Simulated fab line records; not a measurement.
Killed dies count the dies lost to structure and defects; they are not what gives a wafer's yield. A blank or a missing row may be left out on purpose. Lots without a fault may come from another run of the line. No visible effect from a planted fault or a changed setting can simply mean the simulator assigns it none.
3 desks looking at one fault    flow n5 finfet    only its own numbers are on each desk; what lay behind them is given at the end

## THE METROLOGY DESK
Lot by lot, what the gauges showed, no matter which tool ran the lot: averages of those sampled wafers that carry a number. A lot is out of limits, marked OUT, if its mean lies more than 4 standard deviations from the usual mean; the brackets give that distance.
Columns: A = cd nm at N5_SD_EPI_P_CD_MEAS_09, usual 239.7 nm; B = SD_P_BLK_OVL at N5_SD_EPI_P_OVL_MEAS_10, usual -0.2 nm
lot   first seen here  A      B
L483  day 5 07:11      239.6  -0.7
L486  day 6 08:52      239.4  -1.5
L493  day 7 18:13      239.6  -0.7
L494  day 8 03:10      239.9  0.9
L496  day 8 12:05      240.0  -0.7
L498  day 9 03:38      240.4  0.4
This desk's verdict: no lot among the 6 shows anything out of limits.

## THE DEFECT DESK
What the inspections along the route counted, lot by lot: means of the sampled wafers that have a number. A lot is out of limits, marked OUT, if its mean lies more than 4 standard deviations from the usual mean; the brackets give that distance.
Columns: A = raw defect count at N5_SD_EPI_P_INSPECT_11, usual 2.2
lot   first seen here  A
L483  day 5 07:15      1.0
L486  day 6 08:56      1.7
L493  day 7 18:17      2.0
L494  day 8 03:14      1.7
L496  day 8 12:08      2.7
L498  day 9 03:41      3.3
This desk's verdict: no lot among the 6 shows anything out of limits.

## AT THE TOOL OWNER'S DESK: rie si-06
The tool's own readings at N5_SD_EPI_P_SD_RECESS_17 (chemistry HBr/Cl2/O2, target depth 39.1 nm, bt time 3 s): means of the sampled wafers that have a number, for each lot that ran on this tool. A lot is out of limits, marked OUT, if its mean lies more than 4 standard deviations from the usual mean; the brackets give that distance.
Columns: A = bias w at N5_SD_EPI_P_SD_RECESS_17, usual 112.0 W; B = chamber pressure mTorr at N5_SD_EPI_P_SD_RECESS_17, usual 10.000 mTorr; C = drypump motor current A at N5_SD_EPI_P_SD_RECESS_17, usual 5.6 A; D = oes product au at N5_SD_EPI_P_SD_RECESS_17, usual 0.998 a.u.; E = throttle valve pct at N5_SD_EPI_P_SD_RECESS_17, usual 37.06 %
lot   first seen here  A      B       C    D      E
L486  day 6 09:40      112.2  10.003  5.8  1.004  37.03
L493  day 7 18:59      111.8  9.992   5.8  0.994  37.07
L494  day 8 03:57      111.6  9.997   5.9  0.981  37.46
This desk's verdict: no lot among the 3 shows anything out of limits.

## PUT TOGETHER
Metrology desk: nothing out of limits seen.
Nothing the defect desk looked at was out of limits.
The tool owner's desk saw nothing out of limits.

## WHAT WAS PUT IN BY THE SIMULATOR
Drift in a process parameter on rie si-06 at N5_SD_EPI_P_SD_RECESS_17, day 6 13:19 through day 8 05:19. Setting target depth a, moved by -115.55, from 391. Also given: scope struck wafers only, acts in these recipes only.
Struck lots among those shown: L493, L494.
